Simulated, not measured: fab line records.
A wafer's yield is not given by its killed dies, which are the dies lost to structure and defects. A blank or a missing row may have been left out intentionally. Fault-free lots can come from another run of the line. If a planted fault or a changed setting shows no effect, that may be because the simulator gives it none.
fab line records	flow nand-harc
record lots=6	wafers=18	last-day=32
route steps=1302 shown P_GATE@185
lots that met no fault: from a run of the same line without faults
start-h: start of the lot's first displayed wafer, in hours after the record's first day	wait-h: how many hours have passed since the lot's step before this one	" repeats the value in the row above	L1.1+2: a row that stands for several wafers	- either no value or no given start	* or withheld: withheld	< > ~ a bound
route shown NAME@n: NAME is a module with steps in the file, n the number in the route of the first one	usual: average and standard deviation across the fault-free wafers	same: alike in all rows	chamber/n: place in a boat	sites: per-site readings	_std_site: standard deviation of those values	_edge_site: outer sites' mean less inner sites'	radius-mm: for every site, how far away it sits from the centre of the wafer	mask NAME#n: copy n	behind: the tool/chamber that last shaped the wafer	hold: why the lot went on hold/how many hours it stayed there/how the hold came to an end	device: which transistor (n, p or np) failed to switch	end of line: at the end of the route, the tests of the same wafers	a step without rows: its recipe alone	killed: dies lost to structure and defects at the first sort, not the wafer's yield	map: a wafer's dies, marking killed ones x, the rest . and places with no die _
set.NAME: the setting the step ran with; set.NAME@STEP: the setting that earlier step ran with	model.NAME: the simulator's own value behind a step, which no gauge read
lots seen at some steps along the route; tables by step, rows by wafer
services: the hour from which a tool's chamber was out of use, counted from the record's first day as start-h (under 0 if before that day), plus the number of hours and why
## steps
# step NHARC_P_GATE_CD_MEAS_59
# recipe target-cd-nm=720	landing-energy-ev=500
# usual cd-nm=719.1/1.8
lot.wafer	tool	chamber	start-h	wait-h	cd-nm
L505.4	cd-sem-03	0	149.80	-	718.0
L505.5	"	0	"	"	717.8
L505.6	"	0	"	"	720.0
L506.1	cd-sem-03	0	167.66	-	719.5
L506.3	"	0	"	"	720.0
L506.5	"	0	"	"	719.5
L509.1	cd-sem-03	0	188.95	-	718.1
L509.4	"	0	"	"	721.0
L509.6	"	0	"	"	719.8
L515.2	cd-sem-02	0	258.23	-	717.6
L515.3	"	0	"	"	718.1
L515.6	"	0	"	"	716.8
L520.3	cd-sem-01	0	300.42	-	719.8
L520.5	"	0	"	"	715.6
L520.6	"	0	"	"	718.8
L521.1	cd-sem-01	0	310.92	-	719.6
L521.3	"	0	"	"	716.2
L521.6	"	0	"	"	717.4
# step NHARC_P_GATE_HARDBAKE_60
# recipe temp-c=125	time-s=80
# step NHARC_P_GATE_DESCUM_61
# recipe time-s=3	o2-flow-sccm=200	ar-flow-sccm=0	bias-power-w=0	chemistry=O2
# usual drypump-motor-current-A=5.8/0.45	oes-product-au=0.994/0.011	rf-vpp-V=57.6/0.95	showerhead-plenum-p-Torr=1.87/0.09	throttle-valve-pct=11.311/0.009
# same time-s=3
lot.wafer	tool	chamber	start-h	wait-h	drypump-motor-current-A	oes-product-au	rf-hours-counter-h	rf-vpp-V	showerhead-plenum-p-Torr	throttle-valve-pct
L505.4	rie-diel-13	0	149.95	-	6.2	1.001	11	55.7	1.82	11.299
L505.6	"	0	"	"	6.1	1.005	-	57.6	1.83	11.309
L505.5	"	1	"	"	5.6	1.000	-	58.0	2.01	11.304
L506.1	rie-diel-09	1	167.83	-	5.2	1.000	2	57.4	1.96	11.302
L506.3	"	3	"	"	6.5	0.990	1	57.5	1.99	11.313
L506.5	"	1	"	"	5.2	0.994	-	58.9	1.96	11.313
L509.1	rie-diel-13	2	189.12	-	5.2	1.009	1	55.4	1.78	11.317
L509.4	"	3	"	"	5.9	0.978	1	56.9	1.81	11.310
L509.6	"	2	"	"	5.2	0.998	-	57.4	1.78	11.307
L515.2	rie-diel-13	0	258.38	-	6.1	0.998	4	56.7	1.82	11.306
L515.3	"	3	"	"	5.9	0.990	4	57.0	1.80	11.314
L515.6	"	0	"	"	6.1	1.003	-	57.3	1.82	11.300
L520.3	rie-diel-13	3	300.61	-	5.9	0.981	6	58.7	1.80	11.324
L520.5	"	0	"	"	6.1	0.985	-	57.8	1.82	11.309
L520.6	"	1	"	"	5.6	1.008	-	58.4	2.01	11.319
L521.3	rie-diel-09	1	311.08	-	5.2	0.994	11	57.9	1.96	11.320
L521.1	"	2	"	"	5.5	0.994	13	57.7	1.78	11.322
L521.6	"	2	"	"	5.5	0.988	-	57.2	1.78	11.311
# step NHARC_P_GATE_IMPLANT_62
# recipe energy-kev=20	dose-cm2=3e+15	tilt-deg=7
# step NHARC_P_GATE_STRIP_112
# recipe power-w=1500	temp-c=110	time-s=200	chemistry=N2/H2
# usual drypump-motor-current-A=5.5/0.35	heater-power-w=87/3.5
# same time-s=200
lot.wafer	tool	chamber	start-h	wait-h	drypump-motor-current-A	heater-power-w	rf-hours-counter-h
L505.4	plasma-asher-01	1	150.40	0.2	5.3	88	-
L505.6	"	1	"	"	5.3	89	-
L505.5	"	0	"	"	5.4	89	-
L506.1	plasma-asher-02	0	168.35	0.4	5.3	93	23
L506.3	"	1	"	"	6.1	83	-
L506.5	"	1	"	"	6.1	84	-
L509.1	plasma-asher-02	1	189.52	0.2	6.1	80	27
L509.4	"	0	"	"	5.3	92	-
L509.6	"	1	"	"	6.1	85	-
L515.2	plasma-asher-01	0	258.80	0.2	5.4	88	18
L515.3	"	0	"	"	5.4	88	-
L515.6	"	0	"	"	5.4	85	-
L520.3	plasma-asher-01	1	301.03	0.2	5.3	86	-
L520.6	"	1	"	"	5.3	83	-
L520.5	"	0	"	"	5.4	88	-
L521.1	plasma-asher-01	1	311.45	0.2	5.3	83	28
L521.3	"	0	"	"	5.4	88	-
L521.6	"	1	"	"	5.3	84	-
# step NHARC_P_GATE_STRIP_76
# recipe power-w=1500	temp-c=250	chemistry=O2
# usual drypump-motor-current-A=5.5/0.36	heater-power-w=326/13
lot.wafer	tool	chamber	start-h	wait-h	drypump-motor-current-A	heater-power-w	rf-hours-counter-h
L505.4	plasma-asher-01	1	150.60	0.2	5.3	327	-
L505.6	"	1	"	"	5.3	315	-
L505.5	"	0	"	"	5.4	322	-
L506.1	plasma-asher-02	0	168.58	0.2	5.3	346	23
L506.3	"	1	"	"	6.1	309	-
L506.5	"	1	"	"	6.1	313	-
L509.1	plasma-asher-02	1	189.75	0.2	6.1	312	27
L509.4	"	0	"	"	5.3	340	-
L509.6	"	1	"	"	6.1	311	-
L515.2	plasma-asher-01	0	259.02	0.2	5.4	324	18
L515.3	"	0	"	"	5.4	330	-
L515.6	"	0	"	"	5.4	343	-
L520.3	plasma-asher-01	1	301.22	0.2	5.3	314	-
L520.6	"	1	"	"	5.3	315	-
L520.5	"	0	"	"	5.4	330	-
L521.1	plasma-asher-01	1	311.71	0.2	5.3	314	29
L521.3	"	0	"	"	5.4	324	-
L521.6	"	1	"	"	5.3	318	-
# step NHARC_P_GATE_STRIP_63
# recipe time-s=900	temp-c=130	chemistry=SPM
# step NHARC_P_GATE_DEHYDRATE_83
# recipe temp-c=150	time-s=120
# step NHARC_P_GATE_HMDS_84
# recipe time-s=30
# step NHARC_P_GATE_COAT_85
# recipe spin-rpm=3000
# step NHARC_P_GATE_SOFTBAKE_86
# recipe temp-c=122	time-s=95
# step NHARC_P_GATE_EBR_87
# step NHARC_P_GATE_EXPOSE_88
# recipe na=0.6	target-cd-nm=2000	dose-mj=11.87	mask-id=P_HVN
# usual stage-vel-mm-s=500.02/0.26
lot.wafer	tool	chamber	start-h	wait-h	mask	stage-vel-mm-s	model.P_GATE.overlay-x-nm
L505.4	krf-scanner-03	0	151.24	-	P_HVN#0	499.83	-5.388
L505.5	"	0	"	"	P_HVN#0	500.21	-5.388
L505.6	"	0	"	"	P_HVN#0	499.77	-5.388
L506.1	krf-scanner-03	0	169.21	-	P_HVN#0	499.75	113.2
L506.3	"	0	"	"	P_HVN#0	499.68	113.2
L506.5	"	0	"	"	P_HVN#0	499.51	113.2
L509.1	krf-scanner-03	0	190.51	-	P_HVN#0	499.96	103.4
L509.4	"	0	"	"	P_HVN#0	499.81	103.4
L509.6	"	0	"	"	P_HVN#0	500.07	103.4
L515.2	krf-scanner-01	0	259.78	-	P_HVN#0	499.63	0.8665
L515.3	"	0	"	"	P_HVN#0	499.93	0.8665
L515.6	"	0	"	"	P_HVN#0	499.74	0.8665
L520.3	krf-scanner-04	0	301.97	-	P_HVN#0	499.40	-7.607
L520.5	"	0	"	"	P_HVN#0	499.60	-7.607
L520.6	"	0	"	"	P_HVN#0	499.71	-7.607
L521.1	krf-scanner-04	0	312.36	-	P_HVN#0	500.06	-7.441
L521.3	"	0	"	"	P_HVN#0	500.18	-7.441
L521.6	"	0	"	"	P_HVN#0	500.03	-7.441
# step NHARC_P_GATE_PEB_89
# recipe peb-temp-c=118	peb-time-s=85
## services
tool	chamber	start-h	hours	kind
rie-diel-13	2	128.70	2.9	repair
krf-scanner-01	-	140.00	4.0	pm
rie-diel-09	-	143.10	9.0	pm
krf-scanner-01	-	153.35	0.2	repair
plasma-asher-01	-	165.00	9.0	pm
plasma-asher-01	0	165.00	9.0	vent-cycle
plasma-asher-01	1	165.00	9.0	vent-cycle
rie-diel-13	-	165.01	9.0	pm
plasma-asher-01	0	174.00	-	clean
krf-scanner-03	-	179.88	0.3	repair
krf-scanner-04	-	182.00	4.0	pm
krf-scanner-03	-	214.16	0.7	repair
krf-scanner-04	-	217.45	1.2	repair
krf-scanner-03	-	224.00	4.0	pm
plasma-asher-02	-	249.00	9.0	pm
plasma-asher-02	-	258.12	2.3	repair
krf-scanner-01	-	268.48	1.5	repair
rie-diel-09	2	283.09	1.7	repair
krf-scanner-03	-	288.14	0.6	repair
rie-diel-09	2	297.40	4.5	repair
plasma-asher-01	-	298.94	0.4	repair
krf-scanner-04	-	305.26	0.6	repair
krf-scanner-01	-	310.20	0.3	repair
krf-scanner-01	-	312.00	4.0	pm
## key
first-sign none at tools or gauges
model-effect step=NHARC_P_GATE_EXPOSE_88	value=P_GATE.overlay-x-nm	without=2.488	struck=108.3
met-at NHARC_P_GATE_EXPOSE_88
struck-wafers L506.1,L506.3,L506.5,L509.1,L509.4,L509.6
tester-left-out L506,L509
onset-between 151.24 169.21
also-fits NHARC_P_GATE_STRIP_112:plasma-asher-02,NHARC_P_GATE_STRIP_76:plasma-asher-02
fault kind=scanner-matching-overlay	tool=krf-scanner-03	chamber=-	onset-h=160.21	steps=NHARC_P_GATE_EXPOSE_88	offset=105.79
# tester-left-out: of these lots the tester's yield and bins aren't shown, on N5 and GAA mostly nor the transistor test; their killed dies are dies lost to structure and defects alone, not to doping, threshold or leakage, so they don't give the yield
